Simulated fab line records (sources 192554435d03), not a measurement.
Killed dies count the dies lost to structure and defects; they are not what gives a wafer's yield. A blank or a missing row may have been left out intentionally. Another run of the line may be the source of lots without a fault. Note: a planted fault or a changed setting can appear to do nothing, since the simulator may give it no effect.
Which of the tools did it? + flow n5 finfet + route of 1938 steps, sampled at 1 step: 12 lots, 36 wafers

## WHAT THE GAUGES SHOWED, per wafer
N5_BEOL_M12_CD_MEAS_10: the cd target is 140 nm.
| lot  | measured     | on        | cd nm (nm)        |
|------|--------------|-----------|-------------------|
| L075 | day 11 10:35 | cd sem-02 | 142.6 141.6 142.4 |
| L077 | day 12 00:11 | cd sem-03 | 140.7 140.1 138.5 |
| L080 | day 12 23:28 | cd sem-03 | 141.5 141.4 141.7 |
| L079 | day 13 00:05 | cd sem-02 | 142.3 140.0 139.5 |
| L081 | day 13 08:19 | cd sem-03 | 138.7 140.5 138.2 |
| L084 | day 13 17:38 | cd sem-02 | 138.3 137.7 139.3 |
| L088 | day 14 01:53 | cd sem-03 | 141.2 139.6 138.3 |
| L089 | day 14 18:14 | cd sem-01 | 139.0 141.9 139.7 |
| L093 | day 15 18:00 | cd sem-01 | 137.9 138.7 141.9 |
| L092 | day 15 23:56 | cd sem-02 | 138.4 140.0 139.4 |
| L095 | day 17 00:19 | cd sem-02 | 139.2 141.1 139.1 |
| L097 | day 17 12:27 | cd sem-03 | 139.0 137.8 137.7 |

## TOOL THAT RAN EACH LOT (tool first, then ch and the chambers of the sampled wafers, then the start)
The record shows no process step preceding these readings.

## THE ANSWER, worked out from the rows above alone
Rule: what is usual is taken from the lots themselves. Put in order of their means at a reading, lots are off if they are a third of the lots or fewer, leave a main group of 4 or more, and stand apart from it by a gap of 3 or more times the standard deviation of the main group's means; of several such gaps the widest counts. If all means in a main group match to the digits the tables above print for the reading, that group is not used. Also off: a lot with no number at a reading for which 4 or more lots have one. Any other lot the step has rows for is counted as sound.
No lot is off at any reading shown: from this, nothing can be told.

## WHAT HAD BEEN PUT IN BY THE SIMULATOR
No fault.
